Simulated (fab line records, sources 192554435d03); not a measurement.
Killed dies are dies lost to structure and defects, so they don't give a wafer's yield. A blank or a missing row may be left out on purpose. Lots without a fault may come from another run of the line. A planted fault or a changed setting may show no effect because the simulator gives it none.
Chamber matching | flow n5_finfet | N5_MOL_CONTACT_COAG_ETCH_89 on rie_diel-05: 4 sister chambers
The step etches underlayer in N2/H2, target depth 13 nm, time 10.4 s. 16 wafers are shown with their chamber, then 8 later ones without.

WAFERS WITH THEIR CHAMBER
wafer  | chamber | drypump_motor_current_A (A) | showerhead_plenum_p_Torr (Torr) | throttle_valve_pct (%)
L074.1 | 1       | 5.0                         | 2.54                            | 17.68
L074.2 | 2       | 5.9                         | 2.42                            | 18.11
L074.5 | 3       | 6.2                         | 2.61                            | 17.56
L075.1 | 0       | 5.9                         | 2.42                            | 17.81
L075.2 | 2       | 5.9                         | 2.42                            | 18.11
L075.3 | 1       | 5.0                         | 2.54                            | 17.70
L077.2 | 0       | 5.9                         | 2.42                            | 17.83
L077.3 | 1       | 5.0                         | 2.54                            | 17.70
L077.5 | 2       | 6.0                         | 2.42                            | 18.12
L085.1 | 0       | 5.9                         | 2.41                            | 17.87
L085.5 | 1       | 5.0                         | 2.53                            | 17.73
L085.6 | 0       | 5.9                         | 2.41                            | 17.86
L088.1 | 1       | 5.0                         | 2.53                            | 17.74
L088.4 | 0       | 5.9                         | 2.41                            | 17.86
L088.5 | 2       | 6.0                         | 2.41                            | 18.16
L091.1 | 1       | 5.0                         | 2.53                            | 17.75

SIGNATURES (means of the wafers above)
reading                  | chamber 0 | chamber 1 | chamber 2 | chamber 3 | scatter within a chamber
drypump_motor_current_A  | 5.900     | 5.000     | 5.950     | 6.200     | 0.0289
showerhead_plenum_p_Torr | 2.4140    | 2.5350    | 2.4175    | 2.6100    | 0.00536
throttle_valve_pct       | 17.8460   | 17.7167   | 18.1250   | 17.5600   | 0.0257
Rule: a wafer's distance from a chamber is the root of the sum, over the readings, of the square of ((its reading less the chamber's mean) divided by the reading's scatter). The wafer belongs to the nearest chamber; if the next one is less than 2 further off, it can't be placed. The scatter: the root of (the sum of the squares of (reading less its chamber's mean) over the shown wafers, divided by (wafers less chambers)).

WAFERS WITHOUT THEIR CHAMBER
wafer  | drypump_motor_current_A (A) | showerhead_plenum_p_Torr (Torr) | throttle_valve_pct (%)
L091.4 | 6.1                         | 2.60                            | 17.61
L091.5 | 6.1                         | 2.60                            | 17.61
L093.1 | 5.9                         | 2.41                            | 17.88
L093.4 | 5.0                         | 2.52                            | 17.75
L093.6 | 5.9                         | 2.41                            | 17.88
L095.3 | 6.1                         | 2.60                            | 17.65
L095.5 | 6.1                         | 2.60                            | 17.62
L095.6 | 5.9                         | 2.72                            | 17.76

WHICH CHAMBER EACH WENT THROUGH
wafer  | from the rows above | in truth
L091.4 | 3                   | 3
L091.5 | 3                   | 3
L093.1 | 0                   | 0
L093.4 | 1                   | 1
L093.6 | 0                   | 0
L095.3 | 3                   | 3
L095.5 | 3                   | 3
L095.6 | 3                   | 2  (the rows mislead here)
Placed correctly: 7 of 8. Can't be placed from these rows: 0. Placed wrongly: 1.
